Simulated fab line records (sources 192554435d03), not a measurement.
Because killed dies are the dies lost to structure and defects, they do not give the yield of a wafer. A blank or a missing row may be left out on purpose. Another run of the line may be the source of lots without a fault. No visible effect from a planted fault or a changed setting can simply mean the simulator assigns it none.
Which tool did it? / flow n5Finfet / 30 wafers from 10 lots sampled at 6 of the route's 1938 steps

## WHAT THE GAUGES SHOWED, per wafer
N5_BEOL_M9_INSPECT_58: inspects for defects (darkfield).
lot=L894; measured=day 9 18:53; on=defectInspect-01; rawDefectCount=71 100 89
lot=L895; measured=day 10 00:03; on=defectInspect-01; rawDefectCount=49 90 77
lot=L899; measured=day 11 15:55; on=defectInspect-02; rawDefectCount=48 47 60
lot=L902; measured=day 11 18:25; on=defectInspect-02; rawDefectCount=69 52 65
lot=L905; measured=day 13 05:18; on=defectInspect-02; rawDefectCount=90 85 91
lot=L906; measured=day 13 12:53; on=defectInspect-01; rawDefectCount=52 50 79
lot=L907; measured=day 13 19:47; on=defectInspect-02; rawDefectCount=75 51 57
lot=L909; measured=day 14 08:11; on=defectInspect-02; rawDefectCount=133 82 73
lot=L916; measured=day 16 05:52; on=defectInspect-02; rawDefectCount=87 59 107
lot=L917; measured=day 16 08:32; on=defectInspect-02; rawDefectCount=52 70 39

N5_BEOL_M10_THK_MEAS_01.
lot=L894; measured=day 9 20:00; on=filmMetro-02; M10_ILD_THK (nm)=270 271 276
lot=L895; measured=day 10 01:10; on=filmMetro-01; M10_ILD_THK (nm)=269 273 273
lot=L899; measured=day 11 16:33; on=filmMetro-01; M10_ILD_THK (nm)=266 270 270
lot=L902; measured=day 11 19:03; on=filmMetro-02; M10_ILD_THK (nm)=265 268 274
lot=L905; measured=day 13 05:58; on=filmMetro-01; M10_ILD_THK (nm)=263 269 266
lot=L906; measured=day 13 13:32; on=filmMetro-01; M10_ILD_THK (nm)=272 270 276
lot=L907; measured=day 13 20:27; on=filmMetro-01; M10_ILD_THK (nm)=269 271 273
lot=L909; measured=day 14 08:49; on=filmMetro-01; M10_ILD_THK (nm)=265 265 271
lot=L916; measured=day 16 06:30; on=filmMetro-01; M10_ILD_THK (nm)=265 265 273
lot=L917; measured=day 16 09:10; on=filmMetro-01; M10_ILD_THK (nm)=271 264 268

N5_BEOL_M10_INSPECT_13: inspects for defects (brightfield).
lot=L894; measured=day 9 21:49; on=defectInspect-02; rawDefectCount=420 529 360
lot=L895; measured=day 10 04:04; on=defectInspect-02; rawDefectCount=238 355 329
lot=L899; measured=day 11 17:56; on=defectInspect-01; rawDefectCount=377 518 525
lot=L902; measured=day 11 21:23; on=defectInspect-01; rawDefectCount=421 416 1602
lot=L905; measured=day 13 07:11; on=defectInspect-02; rawDefectCount=1518 388 405
lot=L906; measured=day 13 14:23; on=defectInspect-01; rawDefectCount=316 250 348
lot=L907; measured=day 13 21:46; on=defectInspect-02; rawDefectCount=321 407 357
lot=L909; measured=day 14 10:46; on=defectInspect-02; rawDefectCount=480 353 305
lot=L916; measured=day 16 07:45; on=defectInspect-01; rawDefectCount=506 365 481
lot=L917; measured=day 16 10:49; on=defectInspect-02; rawDefectCount=319 434 461

N5_BEOL_M10_INSPECT_30: inspects for defects (brightfield).
lot=L894; measured=day 9 22:40; on=defectInspect-01; rawDefectCount=449 599 397
lot=L895; measured=day 10 08:44; on=defectInspect-02; rawDefectCount=242 348 328
lot=L899; measured=day 11 20:08; on=defectInspect-01; rawDefectCount=407 524 511
lot=L902; measured=day 12 00:58; on=defectInspect-01; rawDefectCount=439 424 1571
lot=L905; measured=day 13 09:55; on=defectInspect-02; rawDefectCount=1521 391 383
lot=L906; measured=day 13 16:56; on=defectInspect-02; rawDefectCount=289 226 311
lot=L907; measured=day 14 00:03; on=defectInspect-02; rawDefectCount=330 398 359
lot=L909; measured=day 14 14:41; on=defectInspect-02; rawDefectCount=491 371 332
lot=L916; measured=day 16 09:53; on=defectInspect-01; rawDefectCount=493 359 491
lot=L917; measured=day 16 12:37; on=defectInspect-02; rawDefectCount=318 440 440

## EACH LOT AND THE TOOL THAT RAN IT (in order: tool; ch and the chambers of the sampled wafers; start)
lot=L894; N5_BEOL_M10_PECVD_70=pecvd-03 ch 0,2, day 9 20:02; N5_BEOL_M10_STRIP_19=rieDiel-02 ch 2,3, day 9 22:14
lot=L895; N5_BEOL_M10_PECVD_70=pecvd-03 ch 0,2, day 10 01:12; N5_BEOL_M10_STRIP_19=rieDiel-02 ch 0,2,3, day 10 05:22
lot=L899; N5_BEOL_M10_PECVD_70=pecvd-04 ch 1,2, day 11 16:35; N5_BEOL_M10_STRIP_19=rieDiel-02 ch 0,1,3, day 11 18:22
lot=L902; N5_BEOL_M10_PECVD_70=pecvd-04 ch 0,1,2, day 11 19:05; N5_BEOL_M10_STRIP_19=rieDiel-02 ch 1,3, day 11 22:04
lot=L905; N5_BEOL_M10_PECVD_70=pecvd-04 ch 0,1,2, day 13 06:00; N5_BEOL_M10_STRIP_19=rieDiel-02 ch 0,3, day 13 07:38
lot=L906; N5_BEOL_M10_PECVD_70=pecvd-03 ch 0,1,2, day 13 13:35; N5_BEOL_M10_STRIP_19=rieDiel-02 ch 1,3, day 13 14:53
lot=L907; N5_BEOL_M10_PECVD_70=pecvd-02 ch 1,2, day 13 20:29; N5_BEOL_M10_STRIP_19=rieDiel-02 ch 1,2, day 13 22:20
lot=L909; N5_BEOL_M10_PECVD_70=pecvd-02 ch 0,1, day 14 08:52; N5_BEOL_M10_STRIP_19=rieDiel-02 ch 0,1,2, day 14 11:22
lot=L916; N5_BEOL_M10_PECVD_70=pecvd-04 ch 0,1,2, day 16 06:32; N5_BEOL_M10_STRIP_19=rieDiel-02 ch 0,1,2, day 16 08:10
lot=L917; N5_BEOL_M10_PECVD_70=pecvd-04 ch 1,2, day 16 09:13; N5_BEOL_M10_STRIP_19=rieDiel-03 ch 1,2, day 16 11:27
- N5_BEOL_M10_PECVD_70: deposits SiO2 from TEOS/O2, target thk 20 nm, time 22.7 s.
- N5_BEOL_M10_STRIP_19: strips in O2.

## WHAT THE TOOLS THEMSELVES READ (means of the sampled wafers that have a number; where no wafer has one, the mark that the record gives instead)
N5_BEOL_M10_PECVD_70.
lot=L894; tool=pecvd-03; heaterPowerW (W)=698; rfFwdPowerW (W)=444.0; showerheadPlenumPTorr (Torr)=8.80; throttleValvePct (%)=21.8
lot=L895; tool=pecvd-03; heaterPowerW (W)=725; rfFwdPowerW (W)=444.4; showerheadPlenumPTorr (Torr)=8.80; throttleValvePct (%)=21.7
lot=L899; tool=pecvd-04; heaterPowerW (W)=734; rfFwdPowerW (W)=445.1; showerheadPlenumPTorr (Torr)=8.77; throttleValvePct (%)=20.8
lot=L902; tool=pecvd-04; heaterPowerW (W)=749; rfFwdPowerW (W)=445.3; showerheadPlenumPTorr (Torr)=8.75; throttleValvePct (%)=21.1
lot=L905; tool=pecvd-04; heaterPowerW (W)=750; rfFwdPowerW (W)=445.3; showerheadPlenumPTorr (Torr)=8.77; throttleValvePct (%)=21.1
lot=L906; tool=pecvd-03; heaterPowerW (W)=644; rfFwdPowerW (W)=447.9; showerheadPlenumPTorr (Torr)=8.78; throttleValvePct (%)=22.9
lot=L907; tool=pecvd-02; heaterPowerW (W)=783; rfFwdPowerW (W)=444.7; showerheadPlenumPTorr (Torr)=8.79; throttleValvePct (%)=21.7
lot=L909; tool=pecvd-02; heaterPowerW (W)=633; rfFwdPowerW (W)=444.8; showerheadPlenumPTorr (Torr)=8.77; throttleValvePct (%)=21.3
lot=L916; tool=pecvd-04; heaterPowerW (W)=711; rfFwdPowerW (W)=445.5; showerheadPlenumPTorr (Torr)=8.78; throttleValvePct (%)=21.4
lot=L917; tool=pecvd-04; heaterPowerW (W)=714; rfFwdPowerW (W)=444.6; showerheadPlenumPTorr (Torr)=8.78; throttleValvePct (%)=21.4

N5_BEOL_M10_STRIP_19.
lot=L894; tool=rieDiel-02; drypumpMotorCurrentA (A)=5.3; oesProductAu (a.u.)=0.70; rfVppV (V)=3.8; showerheadPlenumPTorr (Torr)=2.14; throttleValvePct (%)=16.96
lot=L895; tool=rieDiel-02; drypumpMotorCurrentA (A)=5.4; oesProductAu (a.u.)=0.71; rfVppV (V)=3.4; showerheadPlenumPTorr (Torr)=2.08; throttleValvePct (%)=16.84
lot=L899; tool=rieDiel-02; drypumpMotorCurrentA (A)=5.7; oesProductAu (a.u.)=0.70; rfVppV (V)=3.8; showerheadPlenumPTorr (Torr)=2.07; throttleValvePct (%)=16.68
lot=L902; tool=rieDiel-02; drypumpMotorCurrentA (A)=5.8; oesProductAu (a.u.)=0.71; rfVppV (V)=3.1; showerheadPlenumPTorr (Torr)=2.10; throttleValvePct (%)=16.69
lot=L905; tool=rieDiel-02; drypumpMotorCurrentA (A)=5.4; oesProductAu (a.u.)=0.69; rfVppV (V)=3.8; showerheadPlenumPTorr (Torr)=2.02; throttleValvePct (%)=16.74
lot=L906; tool=rieDiel-02; drypumpMotorCurrentA (A)=6.0; oesProductAu (a.u.)=0.88; rfVppV (V)=3.6; showerheadPlenumPTorr (Torr)=2.11; throttleValvePct (%)=16.38
lot=L907; tool=rieDiel-02; drypumpMotorCurrentA (A)=5.6; oesProductAu (a.u.)=0.94; rfVppV (V)=3.7; showerheadPlenumPTorr (Torr)=2.15; throttleValvePct (%)=16.54
lot=L909; tool=rieDiel-02; drypumpMotorCurrentA (A)=5.6; oesProductAu (a.u.)=0.96; rfVppV (V)=3.6; showerheadPlenumPTorr (Torr)=2.18; throttleValvePct (%)=16.40
lot=L916; tool=rieDiel-02; drypumpMotorCurrentA (A)=5.6; oesProductAu (a.u.)=0.89; rfVppV (V)=4.1; showerheadPlenumPTorr (Torr)=2.17; throttleValvePct (%)=16.44
lot=L917; tool=rieDiel-03; drypumpMotorCurrentA (A)=5.3; oesProductAu (a.u.)=0.76; rfVppV (V)=3.4; showerheadPlenumPTorr (Torr)=2.09; throttleValvePct (%)=16.57

## THE ANSWER, worked out from the rows above alone
Rule: usual is defined by the lots themselves. The widest of any qualifying gaps counts: lots, ordered by their means at a reading, are off when they make up no more than a third of the lots, leave a main group of 4 or more, and stand apart from it by 3 or more times the standard deviation of that group's means. A main group is skipped when, at the precision printed for the reading in the tables above, its means are all equal. Also off: a lot with no number at a reading for which 4 or more lots have one. Where the step has rows for the other lots, those lots are counted as sound. After the gauges, taken in route order, come the tools' own readings; for these a lot's mean is taken, as printed above. The first step at which some lot is off is used, and at that step the reading that is off furthest; a lot without a number counts as furthest.
Off: L902, L905 (N5_BEOL_M10_INSPECT_13, rawDefectCount). Main group: mean 390, sd 59.
If a tool, at a process step before that reading, ran all the lots that are off and no sound lot after the first of them, it fits. The gauges at N5_BEOL_M10_INSPECT_13 are tried like those tools. Not one of the candidates tried fits.

## WHAT THE SIMULATOR PUT IN
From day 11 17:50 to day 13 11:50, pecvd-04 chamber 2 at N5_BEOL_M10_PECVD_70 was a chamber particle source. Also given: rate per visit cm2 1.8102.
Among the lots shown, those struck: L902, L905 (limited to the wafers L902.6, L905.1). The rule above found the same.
